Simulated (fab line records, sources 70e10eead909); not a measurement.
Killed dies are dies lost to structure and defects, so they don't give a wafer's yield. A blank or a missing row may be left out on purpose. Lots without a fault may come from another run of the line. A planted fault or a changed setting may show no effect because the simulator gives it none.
Which tool did it? | flow nand_harc | 12 lots, 36 wafers sampled, at 5 steps of a route of 1302

WHAT THE GAUGES READ, wafer by wafer
NHARC_END_SORT_01.
lot  | measured     | on        | killed_at_array | killed_at_other | killed_at_periphery | killed_dies | killed_open | killed_short
L392 | day 30 22:01 | prober-01 | 669 673 667     | 3 1 4           | 5 3 6               | 677 677 677 | 2 6 4       | 0 2 2
L391 | day 31 04:50 | prober-02 | 673 675 675     | 0 0 0           | 4 2 2               | 677 677 677 | 2 2 2       | 3 3 3

WHICH TOOL RAN EACH LOT (tool, then ch and the chambers of the sampled wafers, then the start)
lot  | NHARC_A_CHANNEL_HOLE_D2_ETCH_25  | NHARC_A_CHANNEL_FILL_D2_ALD_02   | NHARC_A_CHANNEL_FILL_D2_ALD_03                 | NHARC_A_CHANNEL_FILL_D2_ALD_16
L376 | har_etch-01 ch 0,1, day 13 04:38 | ald_hk-04 ch 0,1,2, day 13 07:47 | ald_sin_batch-03 ch 0, day 13 19:52 or earlier | ald_hk-02 ch 0,2, day 13 19:52
L379 | har_etch-01 ch 0,1, day 14 08:32 | ald_hk-04 ch 1,2, day 14 11:33   | ald_sin_batch-02 ch 0, day 14 22:50 or earlier | ald_hk-01 ch 0,1, day 14 22:50
L381 | har_etch-01 ch 0,1, day 15 14:01 | ald_hk-04 ch 0,1,2, day 15 17:07 | ald_sin_batch-01 ch 0, day 16 07:34 or earlier | ald_hk-04 ch 0,2,3, day 16 07:34
L382 | har_etch-02 ch 0,1, day 15 15:52 | ald_hk-04 ch 0,2, day 15 18:52   | ald_sin_batch-01 ch 0, day 16 07:40 or earlier | ald_hk-02 ch 0,2, day 16 07:40
L383 | har_etch-02 ch 0,1, day 16 14:55 | ald_hk-02 ch 1,2, day 16 18:15   | ald_sin_batch-01 ch 0, day 17 11:55 or earlier | ald_hk-01 ch 0,3, day 17 11:55
L385 | har_etch-01 ch 0,1, day 17 11:41 | ald_hk-01 ch 0,3, day 17 14:23   | ald_sin_batch-02 ch 0, day 18 02:35 or earlier | ald_hk-01 ch 0,1,2, day 18 02:35
L387 | har_etch-01 ch 0,1, day 17 19:43 | ald_hk-02 ch 0,1, day 17 22:44   | ald_sin_batch-01 ch 0, day 18 10:53 or earlier | ald_hk-02 ch 0,3, day 18 10:53
L392 | har_etch-01 ch 0,1, day 19 23:16 | ald_hk-01 ch 0,1,3, day 20 02:22 | ald_sin_batch-02 ch 0, day 20 14:29 or earlier | ald_hk-04 ch 0,2,3, day 20 14:29
L391 | har_etch-02 ch 1, day 20 01:59   | ald_hk-04 ch 1,3, day 20 04:51   | ald_sin_batch-02 ch 0, day 20 14:29 or earlier | ald_hk-01 ch 1,3, day 20 14:29
L397 | har_etch-02 ch 0,1, day 22 07:28 | ald_hk-02 ch 0,1,2, day 22 10:28 | ald_sin_batch-02 ch 0, day 22 23:22 or earlier | ald_hk-02 ch 1,2,3, day 22 23:22
L399 | har_etch-02 ch 0,1, day 22 13:51 | ald_hk-01 ch 1,3, day 22 16:43   | ald_sin_batch-03 ch 0, day 23 04:55 or earlier | ald_hk-01 ch 2,3, day 23 04:55
L398 | har_etch-01 ch 0,1, day 22 15:28 | ald_hk-01 ch 0,1,2, day 22 18:10 | ald_sin_batch-03 ch 0, day 23 04:58 or earlier | ald_hk-04 ch 0,1,3, day 23 04:58
- NHARC_A_CHANNEL_HOLE_D2_ETCH_25: etches the open film in C4F8/O2/Ar, time 1040.2 s, target depth 1500 nm.
- NHARC_A_CHANNEL_FILL_D2_ALD_02: deposits SiO2, target thk 6 nm, pulse time 10 s, ald cycles 60.
- NHARC_A_CHANNEL_FILL_D2_ALD_03: deposits SiNx, target thk 6 nm, pulse time 60 s, ald cycles 58.
- NHARC_A_CHANNEL_FILL_D2_ALD_16: deposits SiO2, target thk 1.5 nm, pulse time 10 s, ald cycles 15.

WHAT THE TOOLS THEMSELVES READ (means of the sampled wafers that have a number; where no wafer has one, the mark that the record gives instead)
NHARC_A_CHANNEL_HOLE_D2_ETCH_25.
lot  | tool        | drypump_motor_current_A (A) | showerhead_plenum_p_Torr (Torr) | throttle_valve_pct (%)
L376 | har_etch-01 | 5.53                        | 3.62                            | 32.229
L379 | har_etch-01 | 5.35                        | 3.52                            | 32.234
L381 | har_etch-01 | 5.52                        | 3.60                            | 32.234
L382 | har_etch-02 | 5.85                        | 3.45                            | 32.240
L383 | har_etch-02 | 5.86                        | 3.47                            | 32.235
L385 | har_etch-01 | 5.53                        | 3.58                            | 32.234
L387 | har_etch-01 | 5.53                        | 3.58                            | 32.224
L392 | har_etch-01 | 5.53                        | 3.56                            | 32.242
L391 | har_etch-02 | 5.85                        | 3.91                            | 32.235
L397 | har_etch-02 | 5.86                        | 3.89                            | 32.236
L399 | har_etch-02 | 5.86                        | 3.89                            | 32.233
L398 | har_etch-01 | 5.53                        | 3.72                            | 32.234

NHARC_A_CHANNEL_FILL_D2_ALD_02.
lot  | tool      | heater_power_outer_w (W) | heater_power_w (W) | precursor_pulse_height_rel
L376 | ald_hk-04 | 258                      | 482                | 1.014
L379 | ald_hk-04 | 287                      | 505                | 0.993
L381 | ald_hk-04 | 261                      | 468                | 0.988
L382 | ald_hk-04 | 232                      | 456                | 0.996
L383 | ald_hk-02 | 241                      | 433                | 1.012
L385 | ald_hk-01 | 264                      | 460                | 0.994
L387 | ald_hk-02 | 244                      | 446                | 0.989
L392 | ald_hk-01 | -                        | -                  | -
L391 | ald_hk-04 | -                        | -                  | -
L397 | ald_hk-02 | 251                      | 458                | 1.008
L399 | ald_hk-01 | 290                      | 497                | 0.995
L398 | ald_hk-01 | 305                      | 537                | 0.989

NHARC_A_CHANNEL_FILL_D2_ALD_03.
lot  | tool             | chamber_pressure_Torr (Torr) | precursor_pulse_height_rel
L376 | ald_sin_batch-03 | 2.003                        | 0.988
L379 | ald_sin_batch-02 | 2.002                        | 0.985
L381 | ald_sin_batch-01 | 2.006                        | 1.008
L382 | ald_sin_batch-01 | 1.998                        | 1.010
L383 | ald_sin_batch-01 | 1.999                        | 1.007
L385 | ald_sin_batch-02 | 2.002                        | 1.006
L387 | ald_sin_batch-01 | 1.998                        | 0.988
L392 | ald_sin_batch-02 | 2.001                        | 0.998
L391 | ald_sin_batch-02 | 2.000                        | 0.983
L397 | ald_sin_batch-02 | 2.007                        | 1.012
L399 | ald_sin_batch-03 | 2.007                        | 0.997
L398 | ald_sin_batch-03 | 1.996                        | 1.000

NHARC_A_CHANNEL_FILL_D2_ALD_16.
lot  | tool      | heater_power_outer_w (W) | heater_power_w (W) | precursor_pulse_height_rel
L376 | ald_hk-02 | 255                      | 462                | 0.989
L379 | ald_hk-01 | 290                      | 505                | 0.991
L381 | ald_hk-04 | 251                      | 477                | 0.985
L382 | ald_hk-02 | 263                      | 469                | 1.006
L383 | ald_hk-01 | 260                      | 457                | 0.997
L385 | ald_hk-01 | 306                      | 543                | 0.997
L387 | ald_hk-02 | 236                      | 417                | 0.991
L392 | ald_hk-04 | 249                      | 457                | 0.995
L391 | ald_hk-01 | 285                      | 490                | 1.014
L397 | ald_hk-02 | 247                      | 430                | 0.996
L399 | ald_hk-01 | 280                      | 497                | 0.990
L398 | ald_hk-04 | 247                      | 460                | 1.022

THE ANSWER, worked out from the rows above alone
Rule: what is usual is taken from the lots themselves. Put in order of their means at a reading, lots are off if they are a third of the lots or fewer, leave a main group of 4 or more, and stand apart from it by a gap of 3 or more times the standard deviation of the main group's means; of several such gaps the widest counts. A main group whose means are all the same, to the digits that the tables above print for the reading, isn't used. A lot without any number at a reading at which 4 lots or more have one is off too. The other lots that the step has rows for count as sound. The gauges are gone through in route order, then the tools' own readings, and for those a lot's mean is taken as printed above. The first step at which some lot is off is used, and at that step the reading that is off furthest; a lot without a number counts as furthest.
Off: L392, L391, at NHARC_A_CHANNEL_FILL_D2_ALD_02 (heater_power_outer_w). Without a number there: L392, L391. The main group: mean 263 W, standard deviation 22.
A tool fits if, at that step or a process step before it, it ran every lot that is off, and no sound lot after the first of them. None of those tried fits.

WHAT THE SIMULATOR HAD PUT IN
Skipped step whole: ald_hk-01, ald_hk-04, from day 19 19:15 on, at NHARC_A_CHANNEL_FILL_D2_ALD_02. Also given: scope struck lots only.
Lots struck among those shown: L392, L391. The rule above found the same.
